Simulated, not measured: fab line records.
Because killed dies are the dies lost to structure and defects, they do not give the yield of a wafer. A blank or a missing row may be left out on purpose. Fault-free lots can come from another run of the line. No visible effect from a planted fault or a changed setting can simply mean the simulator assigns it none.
Matching of chambers	flow nand harc	NHARC_A_CONTACT_ETCH_92 on rie diel-13: 4 sister chambers
The step etches the open film in CH3F/O2, target depth 40 nm, time 85.7 s. 18 wafers are shown with their chamber, then 9 later ones without.

== WAFERS PAIRED WITH THEIR CHAMBERS ==
wafer	chamber	showerhead plenum p Torr (Torr)	drypump motor current A (A)	rf vpp V (V)
L459.3	0	2.42	5.7	242.3
L459.4	1	2.39	5.4	243.4
L459.6	2	2.53	6.0	244.7
L460.3	0	2.42	5.7	243.1
L460.4	1	2.39	5.4	242.7
L460.5	3	2.46	5.4	244.0
L462.2	1	2.39	5.4	243.4
L462.4	2	2.53	6.0	245.2
L462.5	2	2.53	6.0	244.7
L463.3	0	2.42	5.7	244.2
L463.4	3	2.46	5.4	244.8
L463.6	2	2.53	6.0	244.0
L464.1	0	2.42	5.7	243.3
L464.4	1	2.39	5.4	241.6
L464.5	2	2.53	6.0	245.7
L466.1	3	2.45	5.3	245.0
L466.3	1	2.39	5.4	243.8
L466.4	2	2.53	6.0	246.1

SIGNATURES (averages over the wafers above)
reading	chamber 0	chamber 1	chamber 2	chamber 3	scatter within a chamber
showerhead plenum p Torr	2.4200	2.3900	2.5300	2.4567	0.00218
drypump motor current A	5.700	5.400	6.000	5.367	0.0218
rf vpp V	243.225	242.980	245.067	244.600	0.769
Rule: for each reading, subtract the chamber's mean from the wafer's reading, divide by that reading's scatter and square the result; add these up over the readings and take the root, which gives the wafer's distance from the chamber. If the next closest chamber is less than 2 further off than the closest, the wafer can't be placed; otherwise it belongs to the closest. The scatter: the root of (the sum of the squares of (reading less its chamber's mean) over the shown wafers, divided by (wafers less chambers)).

== WAFERS WITH NO CHAMBER GIVEN ==
wafer	showerhead plenum p Torr (Torr)	drypump motor current A (A)	rf vpp V (V)
L469.2	2.38	5.4	243.3
L469.3	2.53	6.0	246.7
L469.6	2.38	5.4	243.1
L474.1	2.45	5.4	244.4
L474.4	2.38	5.4	242.6
L474.5	2.41	5.6	244.5
L477.3	2.41	5.7	242.5
L477.4	2.45	5.3	244.6
L477.5	2.45	5.3	244.8

== WHICH CHAMBER EACH WENT THROUGH ==
wafer	from the rows above	in truth
L469.2	1	1
L469.3	2	2
L469.6	1	1
L474.1	3	3
L474.4	1	1
L474.5	0	0
L477.3	0	0
L477.4	3	3
L477.5	3	3
9 of 9 placed correctly. Not placeable from these rows: 0. Wrongly placed: 0.
